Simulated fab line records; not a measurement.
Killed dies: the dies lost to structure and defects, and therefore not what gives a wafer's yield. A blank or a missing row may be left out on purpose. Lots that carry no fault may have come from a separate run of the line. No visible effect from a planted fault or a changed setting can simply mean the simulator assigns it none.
2 desks looking at one fault -- flow nandHarc -- each desk has only its own numbers; what lay behind them comes last

## AT THE TOOL OWNER'S DESK: rieDiel-05
The tool's own readings at NHARC_A_SGD_CUT_ETCH_58 (etches the open film in CF4, target depth 39 nm, time 65 s): means of the sampled wafers that have a number, for each lot that ran on this tool. Marked OUT: a lot whose mean sits more than 4 standard deviations from the usual mean, which makes it out of limits; the brackets give that distance.
Columns: A = drypumpMotorCurrentA at NHARC_A_SGD_CUT_ETCH_58, usual 5.65 A; B = oesProductAu at NHARC_A_SGD_CUT_ETCH_58, usual 0.996 a.u.; C = rfVppV at NHARC_A_SGD_CUT_ETCH_58, usual 151.3 V; D = runLengthS at NHARC_A_SGD_CUT_ETCH_58, usual 86.4 s; E = showerheadPlenumPTorr at NHARC_A_SGD_CUT_ETCH_58, usual 1.78 Torr; F = throttleValvePct at NHARC_A_SGD_CUT_ETCH_58, usual 13.284 %
lot,first seen here,A,B,C,D,E,F
L751,day 20 07:12,5.51,1.003,152.0,86.3,1.82,13.279
L754,day 20 17:04,5.55,0.993,152.3,86.5,1.82,13.290
L757,day 23 03:49,5.39,1.004,150.8,86.0,1.78,13.282
L760,day 24 00:53,5.65,0.984,151.7,67.3 (-43) OUT,1.83,13.290
L759,day 24 03:06,5.52,0.997,151.3,76.8 (-22) OUT,1.81,13.301
This desk's finding: out of limits on L759, L760; first on L760, day 24 00:53 (runLengthS at NHARC_A_SGD_CUT_ETCH_58). In limits: L751, L754, L757.

## FROM THE METROLOGY DESK
Lot by lot, what the gauges showed, no matter which tool ran the lot: averages of those sampled wafers that carry a number. Marked OUT: a lot whose mean sits more than 4 standard deviations from the usual mean, which makes it out of limits; the brackets give that distance.
Columns: A = overlayXNm at NHARC_A_SGD_CUT_OVL_MEAS_10, usual -0.1 nm; B = overlayYNm at NHARC_A_SGD_CUT_OVL_MEAS_10, usual -0.1 nm
lot,first seen here,A,B
L749,day 19 10:33,0.8,-0.5
L752,day 20 06:50,0.7,1.7
L751,day 20 07:01,-0.1,-0.9
L753,day 20 08:05,-0.3,0.3
L754,day 20 16:53,-0.6,-0.2
L757,day 23 03:37,0.3,-0.5
L760,day 24 00:38,-0.8,-0.7
L759,day 24 02:53,0.2,0.5
L761,day 24 06:06,0.6,-0.5
L763,day 25 09:41,-0.1,-0.9
L764,day 25 09:50,-1.7,-0.2
L765,day 26 10:04,0.1,-0.3
L766,day 26 10:30,-0.6,-0.5
L772,day 29 01:50,-0.2,-0.8
Finding of this desk: none of the 14 lots has anything out of limits.

## TAKEN TOGETHER
On L759, L760, at day 24 00:53, an alarm was possible from the tool owner's desk.
At the metrology desk, nothing out of limits was observed.
The metrology desk holds a record of L759, L760, inside its limits.
All the named lots went through NHARC_A_SGD_CUT_ETCH_58 on rieDiel-05.

## WHAT WAS PUT IN BY THE SIMULATOR
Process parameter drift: rieDiel-05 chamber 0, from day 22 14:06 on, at NHARC_A_SGD_CUT_ETCH_58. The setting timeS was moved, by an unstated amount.
Lots struck among those shown: L759, L760.
Delay in hours, fault start to first out-of-limits reading, by desk: the tool owner's desk at 35.
